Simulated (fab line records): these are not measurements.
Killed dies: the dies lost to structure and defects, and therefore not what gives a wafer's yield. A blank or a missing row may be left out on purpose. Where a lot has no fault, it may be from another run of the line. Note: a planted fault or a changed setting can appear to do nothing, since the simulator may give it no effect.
Which tool did it?    flow n5_finfet    7 lots, 21 wafers sampled, at 8 steps of a route of 1938

== WHAT THE GAUGES SHOWED, per wafer ==
N5_BEOL_M12_OCD_MEAS_35. Usual: trench_depth_nm reads 318 nm (standard deviation 6.5).
lot   measured      on      trench_depth_nm (nm)  flag
L562  day 10 23:59  ocd-02  320 313 323           
L564  day 11 04:14  ocd-01  315 311 312           
L571  day 12 13:44  ocd-01  311 401 313           OFF
L572  day 13 04:05  ocd-02  314 314 317           
L581  day 15 14:50  ocd-01  315 311 314           
L582  day 15 16:37  ocd-02  335 328 319           
L585  day 17 01:13  ocd-01  320 332 333           

N5_BEOL_M12_THK_MEAS_50: measures by xrf. Usual: for M12_THK the level is 313 nm and the standard deviation is 7.2.
lot   measured      on             M12_THK (nm)  flag
L562  day 11 03:44  film_metro-02  312 308 317   
L564  day 11 06:28  film_metro-01  306 303 304   
L571  day 12 18:10  film_metro-01  308 400 310   OFF
L572  day 13 07:26  film_metro-01  310 310 314   
L581  day 15 17:51  film_metro-01  313 309 311   
L582  day 15 18:53  film_metro-01  329 323 314   
L585  day 17 07:49  film_metro-02  319 330 333   

N5_BEOL_M12_RS_MEAS_54: the measuring method here is four-point-probe. Usual: for M12_RS the level is 0.0602 ohm/sq and the standard deviation is 0.0013.
lot   measured      on             M12_RS (ohm/sq)       flag
L562  day 11 03:52  film_metro-02  0.0601 0.0610 0.0595  
L564  day 11 06:35  film_metro-02  0.0609 0.0619 0.0616  
L571  day 12 18:18  film_metro-01  0.0617 0.0470 0.0616  
L572  day 13 07:34  film_metro-01  0.0606 0.0603 0.0599  
L581  day 15 17:59  film_metro-02  0.0607 0.0616 0.0610  
L582  day 15 19:02  film_metro-01  0.0577 0.0586 0.0599  
L585  day 17 07:56  film_metro-01  0.0597 0.0574 0.0573  

N5_BEOL_M15_RC_MEAS_101. Usual: COMB_M10 1.5e-11 S/m, standard deviation 3.1e-12; COMB_M11 1.5e-11 S/m, standard deviation 3.6e-12; COMB_M13 4.6e-12 S/m, standard deviation 1.2e-12; COMB_M14 3.8e-12 S/m, standard deviation 1.3e-12; COMB_M15 2.7e-12 S/m, standard deviation 1.1e-12; COMB_M5 3.5e-11 S/m, standard deviation 6.8e-12; COMB_M6 2.6e-11 S/m, standard deviation 5.7e-12; COMB_M7 2.5e-11 S/m, standard deviation 4.9e-12; COMB_M8 2.6e-11 S/m, standard deviation 5.8e-12; COMB_M9 1.5e-11 S/m, standard deviation 3.4e-12; SERP_M10 3.11 ohm/um, standard deviation 0.099; SERP_M11 3.07 ohm/um, standard deviation 0.096; SERP_M12 0.640 ohm/um, standard deviation 0.02; SERP_M12_max_site 0.652 ohm/um, standard deviation 0.021; SERP_M13 0.309 ohm/um, standard deviation 0.007; SERP_M14 0.161 ohm/um, standard deviation 0.0058; SERP_M14_max_site 0.163 ohm/um, standard deviation 0.0061; SERP_M5 38.8 ohm/um, standard deviation 1.6; SERP_M6 13.9 ohm/um, standard deviation 0.5; SERP_M7 14.1 ohm/um, standard deviation 0.67; SERP_M8 14.0 ohm/um, standard deviation 0.59; SERP_M9 3.06 ohm/um, standard deviation 0.096.
lot   measured      on         COMB_M10 (S/m)           COMB_M11 (S/m)           COMB_M13 (S/m)           COMB_M14 (S/m)           COMB_M15 (S/m)           COMB_M5 (S/m)            COMB_M6 (S/m)            COMB_M7 (S/m)            COMB_M8 (S/m)            COMB_M9 (S/m)            SERP_M10 (ohm/um)  SERP_M11 (ohm/um)  SERP_M12 (ohm/um)  SERP_M12_max_site (ohm/um)  SERP_M13 (ohm/um)  SERP_M14 (ohm/um)  SERP_M14_max_site (ohm/um)  SERP_M5 (ohm/um)  SERP_M6 (ohm/um)  SERP_M7 (ohm/um)  SERP_M8 (ohm/um)  SERP_M9 (ohm/um)  flag
L562  day 11 20:50  prober-02  1.5e-11 1.3e-11 1.7e-11  1.8e-11 2.3e-11 2e-11    3.9e-12 4.9e-12 5.3e-12  6.8e-12 5.4e-12 4.5e-12  3e-12 3.7e-12 3.2e-12    3.1e-11 3.4e-11 2.8e-11  3.2e-11 3.2e-11 2.9e-11  2.7e-11 2.2e-11 2.5e-11  2.7e-11 3e-11 3.8e-11    2.1e-11 1.6e-11 1.9e-11  3.02 3.10 3.03     3.04 3.15 3.05     0.655 0.655 0.617  0.671 0.663 0.632           0.321 0.307 0.296  0.167 0.162 0.167  0.169 0.163 0.168           38.6 40.5 39.3    13.9 14.1 14.1    13.8 13.7 14.6    15.0 15.0 13.2    3.09 3.14 2.88    
L564  day 11 21:53  prober-01  1.5e-11 1.7e-11 1.7e-11  1.9e-11 1.4e-11 1.2e-11  4.4e-12 4.8e-12 4e-12    2.3e-12 2.3e-12 2.8e-12  1.4e-12 1.6e-12 1.8e-12  2.6e-11 3.5e-11 3.2e-11  3.2e-11 1.7e-11 1.9e-11  2e-11 2.7e-11 2.8e-11    2.4e-11 2.7e-11 2.2e-11  1.3e-11 1.7e-11 2.1e-11  3.23 3.01 3.01     3.15 3.25 3.17     0.659 0.661 0.694  0.677 0.679 0.711           0.309 0.317 0.308  0.157 0.157 0.149  0.159 0.158 0.151           37.3 36.7 38.2    14.2 14.2 14.0    15.0 13.8 14.7    13.9 13.3 14.0    3.14 2.93 2.92    
L571  day 13 11:43  prober-02  1.4e-11 1.4e-11 1.6e-11  2.6e-11 1.7e-11 2.1e-11  3.9e-12 4.4e-12 4.2e-12  4.7e-12 4.2e-12 4.6e-12  3.5e-12 4.7e-12 3.3e-12  3.9e-11 3.1e-11 3.4e-11  2.6e-11 2.4e-11 2.5e-11  2.4e-11 2.7e-11 2.3e-11  1.9e-11 2.5e-11 2.4e-11  1e-11 1.8e-11 1.2e-11    3.19 3.22 3.20     3.15 3.12 3.18     0.644 0.495 0.653  0.653 0.506 0.659           0.305 0.301 0.302  0.169 0.166 0.163  0.170 0.170 0.166           38.2 37.9 38.5    14.2 14.9 14.5    14.3 13.4 12.3    13.8 13.6 13.3    3.06 3.08 3.09    
L572  day 14 01:29  prober-01  1.9e-11 1.3e-11 1.2e-11  2e-11 1.6e-11 1.6e-11    4.8e-12 4e-12 4.3e-12    1.8e-12 1.6e-12 2.6e-12  1.9e-12 1.6e-12 2e-12    2.7e-11 3.4e-11 2.9e-11  1.9e-11 2.2e-11 1.7e-11  2.2e-11 2.1e-11 2.1e-11  2.5e-11 2.6e-11 3.1e-11  1.5e-11 1.8e-11 1.3e-11  3.13 2.98 3.10     2.98 2.97 3.08     0.645 0.635 0.647  0.653 0.645 0.660           0.299 0.303 0.307  0.152 0.151 0.157  0.153 0.152 0.160           39.1 37.5 37.7    13.8 13.5 13.4    14.3 13.8 14.2    13.6 14.5 13.5    3.05 3.09 3.04    
L581  day 16 15:56  prober-01  1.4e-11 1.7e-11 1.7e-11  1.2e-11 2e-11 1e-11      3.8e-12 2.6e-12 2.8e-12  2.3e-12 2e-12 2.6e-12    1.3e-12 2.5e-12 1.2e-12  3.1e-11 5.1e-11 4e-11    1.7e-11 1.7e-11 2.6e-11  2.4e-11 2.6e-11 2.1e-11  2.8e-11 2.2e-11 2.7e-11  1.8e-11 1.6e-11 1.8e-11  3.20 3.11 3.23     2.91 2.99 2.99     0.632 0.674 0.652  0.647 0.681 0.662           0.300 0.300 0.296  0.160 0.164 0.157  0.162 0.165 0.160           37.4 35.5 36.2    13.7 13.9 14.2    12.5 14.1 13.7    13.8 13.4 13.1    2.93 2.95 2.88    
L582  day 16 16:33  prober-02  1.8e-11 1.6e-11 1.5e-11  1.8e-11 1.9e-11 2.1e-11  6.6e-12 6.1e-12 4.9e-12  4.7e-12 6e-12 4.5e-12    3.7e-12 3.9e-12 4.3e-12  3.1e-11 4e-11 3.7e-11    2.4e-11 3e-11 2.5e-11    3.4e-11 2.8e-11 2.4e-11  2.8e-11 2.2e-11 2.9e-11  1.8e-11 1.3e-11 1.6e-11  3.06 2.91 2.99     3.16 3.00 3.06     0.589 0.615 0.634  0.601 0.630 0.644           0.310 0.311 0.307  0.149 0.154 0.154  0.152 0.156 0.155           40.1 40.8 38.6    13.2 14.4 13.3    13.5 12.6 13.3    14.6 13.8 14.6    3.11 2.93 3.12    
L585  day 18 05:14  prober-02  1.6e-11 1.8e-11 1.7e-11  1.2e-11 1.4e-11 1.1e-11  5.6e-12 5.7e-12 5.7e-12  5.8e-12 5.2e-12 4.4e-12  4.3e-12 3.4e-12 4.2e-12  3.7e-11 4.2e-11 2.9e-11  2.3e-11 2.3e-11 2.5e-11  2.6e-11 2.1e-11 2.8e-11  2.2e-11 2.1e-11 3e-11    1.8e-11 1.9e-11 1.7e-11  3.15 3.30 3.11     2.87 2.95 2.89     0.639 0.623 0.598  0.649 0.636 0.608           0.310 0.310 0.309  0.153 0.148 0.158  0.155 0.151 0.159           38.6 38.7 39.4    13.6 13.2 13.4    13.4 12.9 13.6    13.5 13.2 13.6    3.07 3.09 2.86    

== TOOL THAT RAN EACH LOT (tool first, then ch and the chambers of the sampled wafers, then the start) ==
lot   N5_BEOL_M11_TRENCH_ETCH_37                     N5_BEOL_M12_ETCH_68                 N5_BEOL_M12_TRENCH_ETCH_34          N5_BEOL_M12_SPUTTER_45
L562  rie_diel-03 ch 2,3, day 10 23:38 or earlier    rie_diel-06 ch 0,2, day 10 23:38    rie_diel-06 ch 0,2, day 10 23:49    pvd_sputter-01, day 11 02:53
L564  rie_diel-01 ch 1,2,3, day 11 03:53 or earlier  rie_diel-05 ch 1,2, day 11 03:53    rie_diel-05 ch 1,2, day 11 04:04    pvd_sputter-01, day 11 05:28
L571  rie_diel-04 ch 1,2, day 12 13:24 or earlier    rie_diel-05 ch 0,1,3, day 12 13:24  rie_diel-05 ch 0,1,3, day 12 13:35  pvd_sputter-01, day 12 17:05
L572  rie_diel-04 ch 0,2,3, day 13 03:46 or earlier  rie_diel-02 ch 0,2, day 13 03:46    rie_diel-02 ch 0,2, day 13 03:56    pvd_sputter-01, day 13 06:23
L581  rie_diel-03 ch 0,1,3, day 15 14:29 or earlier  rie_diel-02 ch 0,1, day 15 14:29    rie_diel-02 ch 0,1, day 15 14:40    pvd_sputter-03, day 15 16:46
L582  rie_diel-04 ch 0,1,2, day 15 16:17 or earlier  rie_diel-06 ch 0,1,3, day 15 16:17  rie_diel-06 ch 0,1,3, day 15 16:28  pvd_sputter-02, day 15 18:02
L585  rie_diel-03 ch 1,2,3, day 17 00:52 or earlier  rie_diel-06 ch 0,3, day 17 00:52    rie_diel-06 ch 0,3, day 17 01:03    pvd_sputter-03, day 17 06:26
- N5_BEOL_M11_TRENCH_ETCH_37: etches SiCOH lowk in C4F6/O2, target depth 148.83 nm, time 48 s.
- N5_BEOL_M12_ETCH_68: etches SOC in N2/H2, time 285 s.
- N5_BEOL_M12_TRENCH_ETCH_34: etches SiOC in C4F8/O2/Ar, target depth 318.95 nm, time 125.5 s.
- N5_BEOL_M12_SPUTTER_45: material Cu, target thk 80 nm, time 13.33 s.

== WHAT THE TOOLS THEMSELVES READ (means of the sampled wafers that have a number; where no wafer has one, the mark that the record gives instead) ==
N5_BEOL_M11_TRENCH_ETCH_37. Usual: drypump_motor_current_A 5.6 A, standard deviation 0.44; oes_product_au 0.82 a.u., standard deviation 0.087; rf_vpp_V 664 V, standard deviation 14; showerhead_plenum_p_Torr 2.81 Torr, standard deviation 0.094; throttle_valve_pct 20.77 %, standard deviation 0.18.
lot   tool         drypump_motor_current_A (A)  oes_product_au (a.u.)  rf_vpp_V (V)  showerhead_plenum_p_Torr (Torr)  throttle_valve_pct (%)  flag
L562  rie_diel-03  5.2                          0.83                   676           2.86                             20.71                   
L564  rie_diel-01  5.5                          0.78                   665           2.83                             20.79                   
L571  rie_diel-04  6.0                          0.80                   664           2.80                             20.63                   
L572  rie_diel-04  5.7                          0.82                   661           2.80                             20.75                   
L581  rie_diel-03  6.0                          0.90                   657           2.82                             20.77                   
L582  rie_diel-04  5.9                          0.82                   661           2.75                             20.73                   
L585  rie_diel-03  5.7                          0.86                   670           2.85                             20.85                   

N5_BEOL_M12_ETCH_68. Usual: drypump_motor_current_A 5.6 A, standard deviation 0.58; oes_product_au 0.83 a.u., standard deviation 0.079; rf_vpp_V 524.4 V, standard deviation 2.8; showerhead_plenum_p_Torr 2.56 Torr, standard deviation 0.094; throttle_valve_pct 17.55 %, standard deviation 0.26.
lot   tool         drypump_motor_current_A (A)  oes_product_au (a.u.)  rf_vpp_V (V)  showerhead_plenum_p_Torr (Torr)  throttle_valve_pct (%)  flag
L562  rie_diel-06  5.5                          0.81                   525.1         2.59                             17.70                   
L564  rie_diel-05  5.3                          0.79                   522.9         2.53                             17.49                   
L571  rie_diel-05  5.2                          0.83                   522.0         2.47                             17.40                   
L572  rie_diel-02  5.6                          0.80                   523.5         2.52                             17.34                   
L581  rie_diel-02  5.8                          0.80                   522.7         2.49                             17.49                   
L582  rie_diel-06  5.6                          0.88                   525.7         2.58                             17.46                   
L585  rie_diel-06  6.1                          0.90                   525.8         2.60                             17.51                   

N5_BEOL_M12_TRENCH_ETCH_34. Usual: drypump_motor_current_A 5.6 A, standard deviation 0.58; oes_product_au 0.83 a.u., standard deviation 0.081; rf_vpp_V 666 V, standard deviation 3.5; showerhead_plenum_p_Torr 3.44 Torr, standard deviation 0.11; throttle_valve_pct 24.0 %, standard deviation 0.32.
lot   tool         drypump_motor_current_A (A)  oes_product_au (a.u.)  rf_vpp_V (V)  showerhead_plenum_p_Torr (Torr)  throttle_valve_pct (%)  flag
L562  rie_diel-06  5.5                          0.80                   668           3.49                             24.2                    
L564  rie_diel-05  5.4                          0.79                   666           3.40                             24.0                    
L571  rie_diel-05  5.2                          0.83                   662           3.34                             23.8                    
L572  rie_diel-02  5.6                          0.80                   665           3.40                             23.8                    
L581  rie_diel-02  5.8                          0.80                   664           3.36                             23.9                    
L582  rie_diel-06  5.6                          0.88                   668           3.45                             23.9                    
L585  rie_diel-06  6.1                          0.91                   669           3.50                             24.0                    

N5_BEOL_M12_SPUTTER_45. Usual: cathode_dc_power_W 26000 W, standard deviation 5.1; throttle_valve_pct 29.9 %, standard deviation 1.2.
lot   tool            cathode_dc_power_W (W)  throttle_valve_pct (%)  flag
L562  pvd_sputter-01  26001                   31.0                    
L564  pvd_sputter-01  26000                   29.8                    
L571  pvd_sputter-01  26003                   29.5                    
L572  pvd_sputter-01  25998                   31.0                    
L581  pvd_sputter-03  26000                   30.0                    
L582  pvd_sputter-02  26001                   29.3                    
L585  pvd_sputter-03  25994                   29.4                    

== THE ANSWER, worked out from the rows above alone ==
Rule: a lot counts as off when the mean over its wafers that have a number is more than 3 standard deviations away from the usual mean. A lot without any number at a reading at which 4 lots or more have one is off too. Where the step has rows for the other lots, those lots are counted as sound. After the gauges, taken in route order, come the tools' own readings; for these a lot's mean is taken, as printed above. At the first step where some lot is off, the reading lying furthest off is the one used; lots without a number count as furthest.
Off at N5_BEOL_M12_OCD_MEAS_35 (trench_depth_nm): L571.
If a tool, at a process step before that reading, ran all the lots that are off and no sound lot after the first of them, it fits. Not tried: the gauges at N5_BEOL_M12_OCD_MEAS_35; whatever is off there is also off at N5_BEOL_M12_THK_MEAS_50, on other tools, and gauge error can't account for it. N5_BEOL_M11_TRENCH_ETCH_37 gives no start for some lots, so the hours and the order of its lots are those of N5_BEOL_M12_ETCH_68. One candidate fits, namely rie_diel-05 at N5_BEOL_M12_ETCH_68 and N5_BEOL_M12_TRENCH_ETCH_34. At N5_BEOL_M12_ETCH_68 its last sound lot is L564 (day 11 03:53), its first lot that is off L571 (day 12 13:24): a fault that began between those two fits.

== WHAT THE SIMULATOR HAD PUT IN ==
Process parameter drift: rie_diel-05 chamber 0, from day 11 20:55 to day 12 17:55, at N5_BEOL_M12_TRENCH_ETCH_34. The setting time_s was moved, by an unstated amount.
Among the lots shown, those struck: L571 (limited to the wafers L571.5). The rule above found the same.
